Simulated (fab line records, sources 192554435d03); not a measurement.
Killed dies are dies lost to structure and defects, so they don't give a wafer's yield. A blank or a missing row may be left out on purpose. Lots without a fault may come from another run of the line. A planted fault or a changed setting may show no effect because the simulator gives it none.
Chamber matching | flow n5_finfet | N5_HKMG_FIN_CMP_94 on cmp-01: 4 sister chambers
The step polishes, stops on SiNx, t overpolish 4.7 s, target thk 43.299 nm. 4 wafers are shown with their chamber, then 10 later ones without.

WAFERS WITH THEIR CHAMBER
wafer  | chamber | motor_current_A (A)
L080.1 | 3       | 12.3
L083.1 | 2       | 12.1
L084.1 | 1       | 12.8
L084.3 | 0       | 14.8

WAFERS WITHOUT THEIR CHAMBER
wafer  | motor_current_A (A)
L084.6 | 12.6
L089.1 | 12.9
L089.3 | 12.0
L089.4 | 14.6
L093.1 | 12.7
L093.4 | 14.4
L093.5 | 12.4
L097.1 | 15.3
L097.2 | 12.4
L097.3 | 11.8

WHICH CHAMBER EACH WENT THROUGH
wafer  | from the rows above          | in truth
L084.6 | can't be placed: 1 or 3 or 2 | 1
L089.1 | can't be placed: 1 or 3      | 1
L089.3 | can't be placed: 2 or 3      | 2
L089.4 | 0                            | 0
L093.1 | can't be placed: 1 or 3 or 2 | 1
L093.4 | 0                            | 0
L093.5 | can't be placed: 3 or 2 or 1 | 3
L097.1 | 0                            | 0
L097.2 | can't be placed: 3 or 2 or 1 | 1
L097.3 | can't be placed: 2 or 3      | 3
Placed correctly: 3 of 10. Can't be placed from these rows: 7 (the true chamber is among the candidates in 7). Placed wrongly: 0.
How it was worked out, from the rows above alone: a wafer's distance from a chamber is the root of the sum, over the readings, of the square of ((its reading less the chamber's mean) divided by the reading's scatter). The wafer belongs to the nearest chamber; if the next one is less than 2 further off, it can't be placed. A chamber's mean is the mean of its shown wafers. The scatter: with one shown wafer a chamber, the root of the mean of the squares of how far each hidden wafer lies from its nearest shown one.
